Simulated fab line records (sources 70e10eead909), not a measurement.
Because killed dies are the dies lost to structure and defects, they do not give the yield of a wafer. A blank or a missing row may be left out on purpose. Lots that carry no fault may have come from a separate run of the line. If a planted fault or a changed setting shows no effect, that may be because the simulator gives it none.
Chamber matching | flow nand_harc | 4 sister chambers for NHARC_HYBRID_BOND_ACTIVATE_00 on rie_diel-05
The step chemistry N2, time 60 s. 8 wafers are shown with their chamber, then 11 later ones without.

## EACH WAFER AND ITS CHAMBER
wafer  | chamber | showerhead_plenum_p_Torr (Torr) | drypump_motor_current_A (A)
L421.6 | 1       | 1.68                            | 5.54
L428.1 | 1       | 1.68                            | 5.54
L428.6 | 3       | 1.79                            | 5.53
L429.1 | 2       | 1.68                            | 6.15
L429.6 | 3       | 1.80                            | 5.61
L431.3 | 2       | 1.68                            | 6.16
L431.5 | 0       | 1.83                            | 5.50
L432.2 | 0       | 1.83                            | 5.47

## WAFERS WITHOUT THEIR CHAMBER
wafer  | showerhead_plenum_p_Torr (Torr) | drypump_motor_current_A (A)
L432.5 | 1.79                            | 5.58
L432.6 | 1.68                            | 6.14
L436.2 | 1.83                            | 5.51
L436.4 | 1.67                            | 5.56
L436.6 | 1.67                            | 5.54
L443.2 | 1.83                            | 5.50
L443.4 | 1.83                            | 5.53
L443.6 | 1.68                            | 6.15
L444.1 | 1.67                            | 5.55
L444.3 | 1.83                            | 5.52
L444.5 | 1.79                            | 5.61

## CHAMBER TAKEN BY EACH
wafer  | from the rows above | in truth
L432.5 | 3                   | 3
L432.6 | 2                   | 2
L436.2 | 0                   | 0
L436.4 | 1                   | 1
L436.6 | 1                   | 1
L443.2 | 0                   | 0
L443.4 | 0                   | 0
L443.6 | 2                   | 2
L444.1 | 1                   | 1
L444.3 | 0                   | 0
L444.5 | 3                   | 3
11 of 11 placed correctly. Not placeable from these rows: 0. 0 placed wrongly.
How it was worked out, from the rows above alone: a wafer's distance from a chamber is the root of the sum, over the readings, of the square of ((its reading less the chamber's mean) divided by the reading's scatter). The wafer belongs to the nearest chamber; if the next one is less than 2 further off, it can't be placed. Each chamber's mean is taken over the wafers shown for it. How the scatter is found: for the shown wafers, subtract from each reading the mean of its chamber, square and add these, divide the total by (wafers less chambers), then take the root.
